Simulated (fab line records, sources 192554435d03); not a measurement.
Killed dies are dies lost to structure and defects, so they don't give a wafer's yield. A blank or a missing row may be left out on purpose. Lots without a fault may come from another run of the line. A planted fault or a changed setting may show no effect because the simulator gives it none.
fab line records | flow n5_finfet | part 2 of 2: steps 4 to 6 of 6
record lots=24 wafers=72 last_day=18
route steps=1938 shown BEOL_M4@1057
lots that met no fault: from a run of the same line without faults
start_h: hours from the record's first day to the start of the lot's first wafer shown | wait_h: hours since the lot's step before | " the same as in the row above | L1.1+2: a row that stands for several wafers | - no value, or no start given | * or withheld: withheld | < > ~ a bound
route shown NAME@n: a module of which the file shows steps, and the number in the route of the first | usual: mean/standard deviation of fault-free wafers | same: alike in all rows | chamber/n: place in a boat | sites: the reading at each site | _std_site: their standard deviation | _edge_site: outer sites' mean less inner sites' | radius_mm: how far each site lies from the wafer's centre | mask NAME#n: copy n | behind: the tool/chamber that last shaped the wafer | hold: why the lot was held/for how many hours/how that ended | device: the transistor (n, p or np) that didn't switch | end of line: the same wafers' tests at the end of the route | a step without rows: its recipe alone | killed: dies lost to structure and defects at the first sort, not the wafer's yield | map: a wafer's dies, x killed, . not, _ none there
set.NAME: the setting as run; set.NAME@STEP: as run at that earlier step | model.NAME: the simulator's own value behind a step, which no gauge read
steps of the route over a sample of lots; a table a step, a row a wafer
services: from which hour (start_h, from the record's first day; less than 0 if before it) a tool's chamber was out of use, for how many hours, and why
## steps
# step N5_BEOL_M4_ETCH_70
# recipe chemistry=N2/H2 target=SOC target_depth_a=800 overetch_a=240 mask_material=SiARC temp_c=40 time_s=130 ion_energy_ev=200 pressure_mtorr=30 source_w=840 bias_w=150 n2_flow_sccm=200 h2_flow_sccm=200
# usual drypump_motor_current_A=5.5/0.41 oes_product_au=0.57/0.052 rf_vpp_V=524.3/2 showerhead_plenum_p_Torr=2.56/0.066 throttle_valve_pct=17.67/0.21
# columns lot.wafer tool chamber start_h wait_h drypump_motor_current_A oes_product_au rf_hours_counter_h rf_vpp_V showerhead_plenum_p_Torr throttle_valve_pct
L074.2 rie_diel-01 1 154.35 0.0 5.1 0.52 229 525.4 2.63 17.85
L074.3 " 3 " " 6.2 0.63 35 527.6 2.69 17.45
L074.4 " 2 " " 4.8 0.53 169 522.1 2.44 17.96
L075.2 rie_diel-03 0 162.81 0.0 5.3 0.59 99 527.3 2.66 17.45
L075.4 " 2 " " 5.2 0.57 161 523.4 2.52 17.54
L075.5 " 2 " " 5.2 0.57 - 524.4 2.52 17.53
L076.1 rie_diel-03 2 168.51 0.0 5.2 0.56 164 524.2 2.52 17.55
L076.3 " 1 " " 5.4 0.57 136 523.7 2.56 17.62
L076.4 " 0 " " 5.3 0.60 101 528.2 2.66 17.42
L077.1 rie_diel-03 0 170.68 0.0 5.3 0.60 102 528.4 2.66 17.43
L077.4 " 1 " " 5.4 0.57 137 522.8 2.56 17.63
L077.6 " 1 " " 5.4 0.56 - 523.1 2.56 17.62
L078.1 rie_diel-04 3 173.42 0.0 5.9 0.53 205 527.1 2.61 17.73
L078.3 " 1 " " 6.0 0.62 40 524.1 2.60 17.86
L078.6 " 3 " " 5.9 0.53 - 524.8 2.61 17.74
L079.1 rie_diel-03 0 184.05 0.0 5.4 0.59 106 526.9 2.66 17.43
L079.3 " 1 " " 5.4 0.56 142 523.1 2.56 17.65
L079.5 " 0 " " 5.4 0.59 - 527.7 2.66 17.43
L080.1 rie_diel-03 0 191.62 0.0 5.3 0.59 108 526.9 2.66 17.46
L080.2 " 2 " " 5.2 0.56 172 522.5 2.52 17.57
L080.4 " 2 " " 5.1 0.56 - 522.9 2.52 17.56
L081.1 rie_diel-03 2 207.05 0.0 5.2 0.56 178 521.4 2.52 17.59
L081.2 " 1 " " 5.4 0.56 150 525.1 2.55 17.64
L081.3 " 0 " " 5.3 0.58 114 527.3 2.66 17.46
L082.1 rie_diel-01 0 214.61 0.0 5.8 0.55 174 524.0 2.52 17.70
L082.2 " 2 " " 4.8 0.52 192 519.8 2.43 18.00
L082.6 " 1 " " 5.1 0.51 - 524.6 2.62 17.90
L083.1 rie_diel-03 0 228.55 0.0 5.4 0.58 120 526.1 2.65 17.47
L083.2 " 1 " " 5.4 0.56 156 524.1 2.55 17.66
L083.4 " 3 " " 5.9 0.69 6 525.0 2.61 17.48
L084.1 rie_diel-04 0 231.78 0.0 6.1 0.54 192 523.6 2.52 18.06
L084.3 " 1 " " 6.0 0.60 61 525.7 2.59 17.90
L084.6 " 3 " " 5.9 0.53 - 524.8 2.60 17.77
L085.2 rie_diel-03 0 235.75 0.0 5.3 0.58 122 526.4 2.65 17.46
L085.3 " 3 " " 5.9 0.68 9 527.2 2.60 17.47
L085.6 " 1 " " 5.4 0.55 - 523.0 2.55 17.67
L086.2 rie_diel-04 2 238.32 0.0 6.1 0.70 3 523.1 2.50 17.23
L086.3 " 0 " " 6.1 0.54 195 522.5 2.52 18.08
L086.4 " 1 " " 6.0 0.61 63 524.2 2.59 17.91
L088.1 rie_diel-03 1 238.48 0.0 5.4 0.55 160 523.8 2.55 17.68
L088.2 " 2 " " 5.2 0.55 188 524.0 2.51 17.59
L088.5 " 3 " " 5.9 0.68 - 524.8 2.60 17.49
L087.2 rie_diel-03 0 243.36 0.0 5.4 0.57 125 527.8 2.65 17.47
L087.4 " 2 " " 5.2 0.55 189 522.2 2.51 17.60
L087.6 " 2 " " 5.2 0.55 - 523.5 2.51 17.60
L089.1 rie_diel-03 0 246.68 0.0 5.3 0.58 126 526.9 2.65 17.47
L089.5 " 2 " " 5.2 0.55 - 522.7 2.51 17.60
L089.6 " 1 " " 5.4 0.55 - 524.1 2.55 17.68
L090.1 rie_diel-01 2 247.16 0.0 4.8 0.52 208 520.2 2.42 18.03
L090.3 " 3 " " 6.2 0.61 60 528.7 2.68 17.50
L090.5 " 3 " " 6.2 0.59 - 528.8 2.68 17.48
L091.2 rie_diel-03 3 272.20 0.0 5.9 0.65 20 525.5 2.60 17.51
L091.3 " 1 " " 5.4 0.55 169 524.2 2.54 17.67
L091.4 " 0 " " 5.4 0.57 134 527.2 2.65 17.48
L092.1 rie_diel-04 1 275.51 0.0 6.0 0.59 75 525.4 2.58 17.92
L092.2 " 0 " " 6.1 0.53 205 524.5 2.51 18.09
L092.5 " 1 " " 6.0 0.59 - 524.1 2.58 17.93
L094.2 rie_diel-01 0 279.52 0.0 5.8 0.54 204 521.3 2.51 17.73
L094.5 " 3 " " 6.2 0.59 - 528.2 2.67 17.51
L094.6 " 2 " " 4.8 0.51 - 520.1 2.42 18.07
L093.2 rie_diel-04 0 279.63 0.0 6.1 0.53 207 523.8 2.51 18.09
L093.4 " 2 " " 6.1 0.67 17 523.9 2.49 17.25
L093.6 " 2 " " 6.1 0.67 - 522.2 2.49 17.25
L095.1 rie_diel-01 2 297.69 0.0 4.8 0.50 228 518.9 2.42 18.09
L095.3 " 3 " " 6.2 0.59 79 527.3 2.67 17.53
L095.4 " 1 " " 5.1 0.71 6 526.7 2.61 17.43
L096.1 rie_diel-03 1 297.78 0.0 5.4 0.54 177 524.4 2.54 17.70
L096.2 " 2 " " 5.2 0.54 207 522.1 2.50 17.62
L096.3 " 2 " " 5.2 0.54 - 521.7 2.50 17.62
L097.1 rie_diel-01 0 300.75 0.0 5.8 0.53 211 523.8 2.51 17.77
L097.4 " 2 " " 4.8 0.50 229 518.8 2.42 18.08
L097.5 " 2 " " 4.8 0.50 - 521.3 2.42 18.08
# step N5_BEOL_M4_ALD_84
# recipe material=TaN target_thk_a=* temp_c=275 ald_precursor_family=PDMAT ald_co_reactant=NH3 pressure_torr=3 carrier_flow_sccm=1500 pulse_time_s=2 purge_time_s=3 co_reactant_purge_time_s=2 co_reactant_pulse_time_s=3 ald_cycles=30 precursor_vessel_temp_c=75 precursor_vessel_pressure_torr=26.25 precursor_vessel_carrier_sccm=1000
# usual heater_power_w=420/41
# columns lot.wafer tool chamber start_h wait_h heater_power_w
L074.2 ald_metal-01 2 155.25 0.0 470
L074.3 " 3 " " 445
L074.4 " 0 " " 401
L075.2 ald_metal-01 2 163.73 0.0 461
L075.4 " 0 " " 396
L075.5 " 2 " " 465
L076.1 ald_metal-02 3 169.78 0.1 499
L076.3 " 0 " " 354
L076.4 " 2 " " 413
L077.1 ald_metal-02 3 171.77 0.1 492
L077.4 " 1 " " 424
L077.6 " 3 " " 477
L078.1 ald_metal-01 3 174.70 0.0 441
L078.3 " 1 " " 350
L078.6 " 1 " " 356
L079.1 ald_metal-02 1 185.12 0.0 408
L079.3 " 2 " " 409
L079.5 " 2 " " 409
L080.1 ald_metal-02 2 192.49 0.0 422
L080.2 " 1 " " 414
L080.4 " 3 " " 493
L081.1 ald_metal-01 2 207.88 0.0 468
L081.2 " 0 " " 413
L081.3 " 3 " " 452
L082.1 ald_metal-02 2 215.47 0.1 429
L082.2 " 1 " " 412
L082.6 " 1 " " 406
L083.1 ald_metal-04 1 229.78 0.0 427
L083.2 " 3 " " 390
L083.4 " 2 " " 432
L084.1 ald_metal-01 1 232.62 0.2 351
L084.3 " 2 " " 484
L084.6 " 3 " " 444
L085.2 ald_metal-02 3 236.79 0.0 481
L085.3 " 0 " " 356
L085.6 " 1 " " 415
L086.2 ald_metal-01 1 239.31 0.0 351
L086.3 " 0 " " 413
L086.4 " 2 " " 466
L088.1 ald_metal-02 2 239.59 0.2 424
L088.2 " 1 " " 416
L088.5 " 3 " " 487
L087.2 ald_metal-04 3 244.15 0.0 384
L087.4 " 1 " " 413
L087.6 " 0 " " 424
L089.1 ald_metal-02 2 247.39 0.1 422
L089.5 " 1 " " 410
L089.6 " 2 " " 407
L090.1 ald_metal-02 3 248.29 0.3 488
L090.3 " 2 " " 409
L090.5 " 3 " " 487
L091.2 ald_metal-04 0 273.10 0.0 420
L091.3 " 3 " " 382
L091.4 " 1 " " 418
L092.1 ald_metal-02 3 276.17 0.0 488
L092.2 " 2 " " 408
L092.5 " 2 " " 411
L094.2 ald_metal-04 0 280.47 0.0 424
L094.5 " 3 " " 388
L094.6 " 2 " " 428
L093.2 ald_metal-02 1 280.57 0.0 418
L093.4 " 2 " " 417
L093.6 " 1 " " 413
L095.1 ald_metal-04 3 298.55 0.0 383
L095.3 " 0 " " 413
L095.4 " 2 " " 427
L096.1 ald_metal-01 2 298.71 0.0 476
L096.2 " 1 " " 343
L096.3 " 0 " " 415
L097.1 ald_metal-01 3 301.73 0.0 454
L097.4 " 2 " " 457
L097.5 " 3 " " 442
# step N5_BEOL_M4_SPUTTER_79
# recipe material=Cu target_thk_a=45 temp_c=-20 chamber_pressure_pa=0.07 power_w=withheld time_s=8.29
# usual throttle_valve_pct=30.1/1.3
# columns lot.wafer tool chamber start_h wait_h throttle_valve_pct
L074.2 pvd_sputter-01 - 155.98 0.1 29.0
L074.3 " - " " 30.1
L074.4 " - " " 31.3
L075.2 pvd_sputter-01 - 164.42 0.1 29.2
L075.4 " - " " 31.2
L075.5 " - " " 29.0
L076.1 pvd_sputter-03 - 170.54 0.1 28.1
L076.3 " - " " 30.4
L076.4 " - " " 30.2
L077.1 pvd_sputter-01 - 172.53 0.1 30.1
L077.4 " - " " 28.9
L077.6 " - " " 31.2
L078.1 pvd_sputter-01 - 175.53 0.1 30.9
L078.3 " - " " 30.0
L078.6 " - " " 31.5
L079.1 pvd_sputter-02 - 186.00 0.1 28.0
L079.3 " - " " 30.0
L079.5 " - " " 30.2
L080.1 pvd_sputter-03 - 193.68 0.1 29.4
L080.2 " - " " 30.0
L080.4 " - " " 32.2
L081.1 pvd_sputter-01 - 208.78 0.1 31.3
L081.2 " - " " 31.0
L081.3 " - " " 30.1
L082.1 pvd_sputter-02 - 216.18 0.1 31.6
L082.2 " - " " 29.9
L082.6 " - " " 27.9
L083.1 pvd_sputter-03 - 230.73 0.1 28.7
L083.2 " - " " 32.5
L083.4 " - " " 30.4
L084.1 pvd_sputter-03 - 234.97 0.1 28.5
L084.3 " - " " 29.7
L084.6 " - " " 28.4
L085.2 pvd_sputter-03 - 237.49 0.1 28.4
L085.3 " - " " 30.3
L085.6 " - " " 32.3
L086.2 pvd_sputter-02 - 241.47 0.1 31.2
L086.3 " - " " 30.0
L086.4 " - " " 28.0
L088.1 pvd_sputter-01 - 242.14 0.1 31.0
L088.2 " - " " 30.0
L088.5 " - " " 30.0
L087.2 pvd_sputter-02 - 245.07 0.1 27.8
L087.4 " - " " 31.5
L087.6 " - " " 31.5
L089.1 pvd_sputter-03 - 248.26 0.1 28.1
L089.5 " - " " 29.6
L089.6 " - " " 32.6
L090.1 pvd_sputter-03 - 250.48 0.1 28.1
L090.3 " - " " 30.3
L090.5 " - " " 28.4
L091.2 pvd_sputter-02 - 274.04 0.1 31.9
L091.3 " - " " 30.2
L091.4 " - " " 27.6
L092.1 pvd_sputter-03 - 278.47 0.1 30.1
L092.2 " - " " 28.3
L092.5 " - " " 29.7
L094.2 pvd_sputter-03 - 281.31 0.1 28.5
L094.5 " - " " 30.4
L094.6 " - " " 28.2
L093.2 pvd_sputter-02 - 281.81 0.1 30.2
L093.4 " - " " 31.0
L093.6 " - " " 31.2
L095.1 pvd_sputter-03 - 299.29 0.1 30.2
L095.3 " - " " 29.6
L095.4 " - " " 28.3
L096.1 pvd_sputter-02 - 300.71 0.1 31.2
L096.2 " - " " 28.2
L096.3 " - " " 31.1
L097.1 pvd_sputter-02 - 302.55 0.1 27.7
L097.4 " - " " 31.5
L097.5 " - " " 28.0
## services
# columns tool chamber start_h hours kind
ald_metal-04 - 132.97 2.8 pm
rie_diel-03 - 150.21 4.3 pm
ald_metal-02 - 154.11 1.4 repair
rie_diel-04 1 161.52 5.3 repair
rie_diel-03 3 180.27 - clean
rie_diel-03 3 180.27 - consumable_replace:focus_ring
rie_diel-03 3 180.27 28.1 scheduled_down
rie_diel-03 3 180.27 28.1 vent_cycle
ald_metal-02 - 182.34 0.3 repair
rie_diel-01 3 191.98 14.3 repair
rie_diel-04 2 210.28 - clean
rie_diel-03 - 211.67 1.7 repair
ald_metal-02 - 220.53 14.6 pm
ald_metal-02 1 241.83 1.8 repair
ald_metal-01 0 252.53 34.1 repair
rie_diel-01 1 257.44 - clean
rie_diel-01 1 257.44 - consumable_replace:focus_ring
rie_diel-01 1 257.44 24.3 scheduled_down
rie_diel-01 1 257.44 24.3 vent_cycle
ald_metal-01 - 257.65 6.0 pm
rie_diel-04 1 287.30 4.7 repair
rie_diel-03 3 291.56 6.8 repair
rie_diel-03 - 293.56 1.1 repair
rie_diel-03 0 296.71 5.3 repair
